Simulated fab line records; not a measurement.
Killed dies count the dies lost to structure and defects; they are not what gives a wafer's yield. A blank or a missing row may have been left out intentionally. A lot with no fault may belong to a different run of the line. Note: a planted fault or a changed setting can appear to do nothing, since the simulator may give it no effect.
Matching of chambers || flow nand-harc || NHARC_P_M2_DESCUM_14 on rie-diel-03: 4 sister chambers
The step chemistry O2, time 3 s. 27 wafers are shown with their chamber, then 12 later ones without.

== EACH WAFER AND ITS CHAMBER ==
{"wafer": "L075.2", "chamber": 2, "showerhead-plenum-p-Torr (Torr)": 1.86, "drypump-motor-current-A (A)": 5.7, "oes-product-au (a.u.)": 0.991}
{"wafer": "L075.5", "chamber": 2, "showerhead-plenum-p-Torr (Torr)": 1.86, "drypump-motor-current-A (A)": 5.7, "oes-product-au (a.u.)": 0.987}
{"wafer": "L075.6", "chamber": 3, "showerhead-plenum-p-Torr (Torr)": 1.86, "drypump-motor-current-A (A)": 5.4, "oes-product-au (a.u.)": 0.984}
{"wafer": "L076.1", "chamber": 0, "showerhead-plenum-p-Torr (Torr)": 2.05, "drypump-motor-current-A (A)": 5.4, "oes-product-au (a.u.)": 0.995}
{"wafer": "L076.3", "chamber": 1, "showerhead-plenum-p-Torr (Torr)": 1.90, "drypump-motor-current-A (A)": 5.7, "oes-product-au (a.u.)": 1.007}
{"wafer": "L076.4", "chamber": 2, "showerhead-plenum-p-Torr (Torr)": 1.86, "drypump-motor-current-A (A)": 5.7, "oes-product-au (a.u.)": 0.992}
{"wafer": "L077.1", "chamber": 2, "showerhead-plenum-p-Torr (Torr)": 1.86, "drypump-motor-current-A (A)": 5.7, "oes-product-au (a.u.)": 0.999}
{"wafer": "L077.2", "chamber": 3, "showerhead-plenum-p-Torr (Torr)": 1.86, "drypump-motor-current-A (A)": 5.3, "oes-product-au (a.u.)": 0.997}
{"wafer": "L077.3", "chamber": 1, "showerhead-plenum-p-Torr (Torr)": 1.90, "drypump-motor-current-A (A)": 5.7, "oes-product-au (a.u.)": 1.000}
{"wafer": "L077.4", "chamber": 0, "showerhead-plenum-p-Torr (Torr)": 2.05, "drypump-motor-current-A (A)": 5.4, "oes-product-au (a.u.)": 0.998}
{"wafer": "L077.5", "chamber": 1, "showerhead-plenum-p-Torr (Torr)": 1.90, "drypump-motor-current-A (A)": 5.7, "oes-product-au (a.u.)": 1.007}
{"wafer": "L077.6", "chamber": 2, "showerhead-plenum-p-Torr (Torr)": 1.86, "drypump-motor-current-A (A)": 5.7, "oes-product-au (a.u.)": 0.992}
{"wafer": "L082.1", "chamber": 0, "showerhead-plenum-p-Torr (Torr)": 2.05, "drypump-motor-current-A (A)": 5.4, "oes-product-au (a.u.)": 0.984}
{"wafer": "L082.4", "chamber": 2, "showerhead-plenum-p-Torr (Torr)": 1.86, "drypump-motor-current-A (A)": 5.7, "oes-product-au (a.u.)": 1.002}
{"wafer": "L082.6", "chamber": 0, "showerhead-plenum-p-Torr (Torr)": 2.05, "drypump-motor-current-A (A)": 5.4, "oes-product-au (a.u.)": 0.980}
{"wafer": "L083.1", "chamber": 1, "showerhead-plenum-p-Torr (Torr)": 1.90, "drypump-motor-current-A (A)": 5.7, "oes-product-au (a.u.)": 1.017}
{"wafer": "L083.4", "chamber": 0, "showerhead-plenum-p-Torr (Torr)": 2.05, "drypump-motor-current-A (A)": 5.3, "oes-product-au (a.u.)": 0.980}
{"wafer": "L083.6", "chamber": 1, "showerhead-plenum-p-Torr (Torr)": 1.90, "drypump-motor-current-A (A)": 5.7, "oes-product-au (a.u.)": 1.008}
{"wafer": "L084.1", "chamber": 0, "showerhead-plenum-p-Torr (Torr)": 2.05, "drypump-motor-current-A (A)": 5.4, "oes-product-au (a.u.)": 0.997}
{"wafer": "L084.2", "chamber": 2, "showerhead-plenum-p-Torr (Torr)": 1.86, "drypump-motor-current-A (A)": 5.7, "oes-product-au (a.u.)": 0.985}
{"wafer": "L084.6", "chamber": 2, "showerhead-plenum-p-Torr (Torr)": 1.86, "drypump-motor-current-A (A)": 5.7, "oes-product-au (a.u.)": 1.002}
{"wafer": "L085.1", "chamber": 0, "showerhead-plenum-p-Torr (Torr)": 2.05, "drypump-motor-current-A (A)": 5.3, "oes-product-au (a.u.)": 0.998}
{"wafer": "L085.2", "chamber": 1, "showerhead-plenum-p-Torr (Torr)": 1.90, "drypump-motor-current-A (A)": 5.7, "oes-product-au (a.u.)": 1.016}
{"wafer": "L085.6", "chamber": 2, "showerhead-plenum-p-Torr (Torr)": 1.86, "drypump-motor-current-A (A)": 5.7, "oes-product-au (a.u.)": 0.995}
{"wafer": "L090.1", "chamber": 1, "showerhead-plenum-p-Torr (Torr)": 1.90, "drypump-motor-current-A (A)": 5.7, "oes-product-au (a.u.)": 1.004}
{"wafer": "L090.3", "chamber": 0, "showerhead-plenum-p-Torr (Torr)": 2.05, "drypump-motor-current-A (A)": 5.4, "oes-product-au (a.u.)": 1.004}
{"wafer": "L090.6", "chamber": 3, "showerhead-plenum-p-Torr (Torr)": 1.85, "drypump-motor-current-A (A)": 5.4, "oes-product-au (a.u.)": 0.987}

SIGNATURES (averages over the wafers above)
{"reading": "showerhead-plenum-p-Torr", "chamber 0": 2.0500, "chamber 1": 1.9000, "chamber 2": 1.8600, "chamber 3": 1.8567, "scatter within a chamber": 0.0017}
{"reading": "drypump-motor-current-A", "chamber 0": 5.375, "chamber 1": 5.700, "chamber 2": 5.700, "chamber 3": 5.367, "scatter within a chamber": 0.0307}
{"reading": "oes-product-au", "chamber 0": 0.99200, "chamber 1": 1.00843, "chamber 2": 0.99389, "chamber 3": 0.98933, "scatter within a chamber": 0.00729}
Rule: for each reading, subtract the chamber's mean from the wafer's reading, divide by that reading's scatter and square the result; add these up over the readings and take the root, which gives the wafer's distance from the chamber. If the next closest chamber is less than 2 further off than the closest, the wafer can't be placed; otherwise it belongs to the closest. The scatter: the root of (the sum of the squares of (reading less its chamber's mean) over the shown wafers, divided by (wafers less chambers)).

== WAFERS MISSING THEIR CHAMBER ==
{"wafer": "L092.3", "showerhead-plenum-p-Torr (Torr)": 1.90, "drypump-motor-current-A (A)": 5.7, "oes-product-au (a.u.)": 1.008}
{"wafer": "L092.4", "showerhead-plenum-p-Torr (Torr)": 2.05, "drypump-motor-current-A (A)": 5.4, "oes-product-au (a.u.)": 1.000}
{"wafer": "L092.6", "showerhead-plenum-p-Torr (Torr)": 1.85, "drypump-motor-current-A (A)": 5.4, "oes-product-au (a.u.)": 0.985}
{"wafer": "L093.2", "showerhead-plenum-p-Torr (Torr)": 1.85, "drypump-motor-current-A (A)": 5.3, "oes-product-au (a.u.)": 0.986}
{"wafer": "L093.4", "showerhead-plenum-p-Torr (Torr)": 2.05, "drypump-motor-current-A (A)": 5.3, "oes-product-au (a.u.)": 0.994}
{"wafer": "L093.5", "showerhead-plenum-p-Torr (Torr)": 1.86, "drypump-motor-current-A (A)": 5.7, "oes-product-au (a.u.)": 0.985}
{"wafer": "L096.4", "showerhead-plenum-p-Torr (Torr)": 1.90, "drypump-motor-current-A (A)": 5.7, "oes-product-au (a.u.)": 0.983}
{"wafer": "L096.5", "showerhead-plenum-p-Torr (Torr)": 1.86, "drypump-motor-current-A (A)": 5.7, "oes-product-au (a.u.)": 0.989}
{"wafer": "L096.6", "showerhead-plenum-p-Torr (Torr)": 1.85, "drypump-motor-current-A (A)": 5.3, "oes-product-au (a.u.)": 0.981}
{"wafer": "L097.3", "showerhead-plenum-p-Torr (Torr)": 1.86, "drypump-motor-current-A (A)": 5.7, "oes-product-au (a.u.)": 0.985}
{"wafer": "L097.4", "showerhead-plenum-p-Torr (Torr)": 2.05, "drypump-motor-current-A (A)": 5.4, "oes-product-au (a.u.)": 0.987}
{"wafer": "L097.5", "showerhead-plenum-p-Torr (Torr)": 1.90, "drypump-motor-current-A (A)": 5.7, "oes-product-au (a.u.)": 0.981}

== WHICH CHAMBER EACH ONE RAN IN ==
{"wafer": "L092.3", "from the rows above": 1, "in truth": 1}
{"wafer": "L092.4", "from the rows above": 0, "in truth": 0}
{"wafer": "L092.6", "from the rows above": 3, "in truth": 3}
{"wafer": "L093.2", "from the rows above": 3, "in truth": 3}
{"wafer": "L093.4", "from the rows above": 0, "in truth": 0}
{"wafer": "L093.5", "from the rows above": 2, "in truth": 2}
{"wafer": "L096.4", "from the rows above": 1, "in truth": 1}
{"wafer": "L096.5", "from the rows above": 2, "in truth": 2}
{"wafer": "L096.6", "from the rows above": 3, "in truth": 3}
{"wafer": "L097.3", "from the rows above": 2, "in truth": 2}
{"wafer": "L097.4", "from the rows above": 0, "in truth": 0}
{"wafer": "L097.5", "from the rows above": 1, "in truth": 1}
Correct placement for 12 of the 12. Not placeable from these rows: 0. 0 placed wrongly.
